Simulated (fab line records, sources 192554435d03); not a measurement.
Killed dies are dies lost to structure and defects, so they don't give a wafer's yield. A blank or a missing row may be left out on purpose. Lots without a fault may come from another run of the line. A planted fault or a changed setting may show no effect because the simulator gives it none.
Split-lot experiment | flow n5_finfet | 7 lots, 39 wafers read, on a route of 1938 steps

THE SPLIT
At N5_BEOL_M5_DEP_56 (deposits SiCN from 3MS/NH3, target thk 8 nm, time 14 s), the setting target_thk_a was moved away from the recipe's 80 angstrom on 12 of the 39 wafers read, by -46.3% to +55.4%. The other wafers ran this setting at the recipe's value.

The reading is taken at the split's own step.

THE READING
SiCN_of_BEOL_M5_DEP_56.thk_nm (the simulator's own value, which no gauge read), in nm, at N5_BEOL_M5_DEP_56 (deposits SiCN from 3MS/NH3, target thk 8 nm, time 14 s). The file gives no usual value for it. The 27 wafers here that ran the recipe average 8.1 nm, standard deviation 0.14 nm.

wafer  | tool, chamber at the split | target_thk_a as run, angstrom | against the recipe | SiCN_of_BEOL_M5_DEP_56.thk_nm, nm | against lot-mates on the recipe
L080.1 | pecvd-01, 2                | 93.79                         | +17.2%             | 9.2                               | +1.1
L080.2 | pecvd-01, 1,0              | 93.79                         | +17.2%             | 9.4                               | +1.3
L080.6 | pecvd-01, 1,0              | 93.79                         | +17.2%             | 9.4                               | +1.3
L080.3 | pecvd-01, 0,1              | 80                            | recipe             | 8                                 | -
L080.4 | pecvd-01, 0,1              | 80                            | recipe             | 8                                 | -
L080.5 | pecvd-01, 2                | 80                            | recipe             | 8.2                               | -
L083.1 | pecvd-02, 1                | 124.3                         | +55.4%             | 12.4                              | +4.3
L083.2 | pecvd-02, 2,0              | 80                            | recipe             | 8                                 | -
L083.3 | pecvd-02, 2,0              | 80                            | recipe             | 8                                 | -
L083.4 | pecvd-02, 2                | 124.3                         | +55.4%             | 12.8                              | +4.7
L083.5 | pecvd-02, 1                | 80                            | recipe             | 8.2                               | -
L083.6 | pecvd-02, 0                | 124.3                         | +55.4%             | 12.6                              | +4.5
L089.1 | pecvd-01, 2,0              | 80                            | recipe             | 8                                 | -
L089.2 | pecvd-01, 2,0              | 80                            | recipe             | 8                                 | -
L089.3 | pecvd-01, 1,2              | 42.97                         | -46.3%             | 4.2                               | -3.9
L089.6 | pecvd-01, 1,2              | 42.97                         | -46.3%             | 4.2                               | -3.9
L089.4 | pecvd-01, 1                | 42.97                         | -46.3%             | 4.4                               | -3.7
L089.5 | pecvd-01, 0                | 80                            | recipe             | 8.2                               | -
L090.1 | pecvd-03, 0,2,0,2          | 80                            | recipe             | 8.2                               | -
L090.2 | pecvd-03, 0,2,0,2          | 80                            | recipe             | 8.2                               | -
L090.4 | pecvd-03, 0,2,0,2          | 80                            | recipe             | 8.2                               | -
L090.6 | pecvd-03, 0,2,0,2          | 80                            | recipe             | 8.2                               | -
L090.3 | pecvd-03, 1                | 80                            | recipe             | 8                                 | -
L090.5 | pecvd-03, 1                | 80                            | recipe             | 8.4                               | -
L092.1 | pecvd-03, 2,0,2            | 80                            | recipe             | 8                                 | -
L092.3 | pecvd-03, 2,0,2            | 80                            | recipe             | 8                                 | -
L092.6 | pecvd-03, 2,0,2            | 80                            | recipe             | 8                                 | -
L092.2 | pecvd-03, 1,0              | 80                            | recipe             | 7.8                               | -
L092.5 | pecvd-03, 1,0              | 80                            | recipe             | 7.8                               | -
L092.4 | pecvd-03, 1                | 80                            | recipe             | 8.2                               | -
L094.1 | pecvd-03, 0,2,0            | 63.73                         | -20.3%             | 6.6                               | -1.5
L094.2 | pecvd-03, 0,2,0            | 63.73                         | -20.3%             | 6.6                               | -1.5
L094.6 | pecvd-03, 0,2,0            | 63.73                         | -20.3%             | 6.6                               | -1.5
L094.3 | pecvd-03, 1                | 80                            | recipe             | 8.2                               | -
L094.5 | pecvd-03, 1                | 80                            | recipe             | 8.2                               | -
L094.4 | pecvd-03, 2                | 80                            | recipe             | 8                                 | -
L091.2 | pecvd-02, 1                | 80                            | recipe             | 8.2                               | -
L091.4 | pecvd-02, 1                | 80                            | recipe             | 8.2                               | -
L091.6 | pecvd-02, 1                | 80                            | recipe             | 8.2                               | -
Where a row lists several chambers, the file gives one row for several wafers and doesn't say which wafer went through which chamber.

THE FIT
A straight line over all 39 wafers: SiCN_of_BEOL_M5_DEP_56.thk_nm changes by +0.0808 nm for each +1% of target_thk_a; r = +1.00; the points scatter about the line by 0.15 nm.
The same after taking each lot's own level away (the mean of its wafers on the recipe; 39 wafers): +0.0811 nm for each +1%; r = +1.00; scatter 0.12 nm.
On that fit, the largest move of target_thk_a shifts the reading by 4.5 nm.
The lots' own levels span 7.97 to 8.20 nm, that is 1.7 times the standard deviation above.
So the lot-to-lot level changes the slope little: the two slopes agree.
Check: with one of the wafers moved furthest among these (+55.4%) left out of the fit, the line predicts +4.53 nm for it against its lot-mates. It came out at +4.33 nm against them.

OTHER SPLITS ON THESE WAFERS
These wafers also went through other splits before the reading. Each is held against what the fit with the lots' levels taken away leaves over:
other split on the same wafers    | wafers away from the commonest value | r with SiCN_of_BEOL_M5_DEP_56.thk_nm (lot level and that fit taken away)
N5_BEOL_M0_SAQP_PECVD_04 time_s   | 9                                    | -0.18
N5_BEOL_M3_ETCH_41 target_depth_a | 12                                   | -0.08

THE FILE'S OWN FIT
SiCN_of_BEOL_M5_DEP_56.thk_nm changes by +0.0811 nm for each +1% of target_thk_a, r = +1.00.
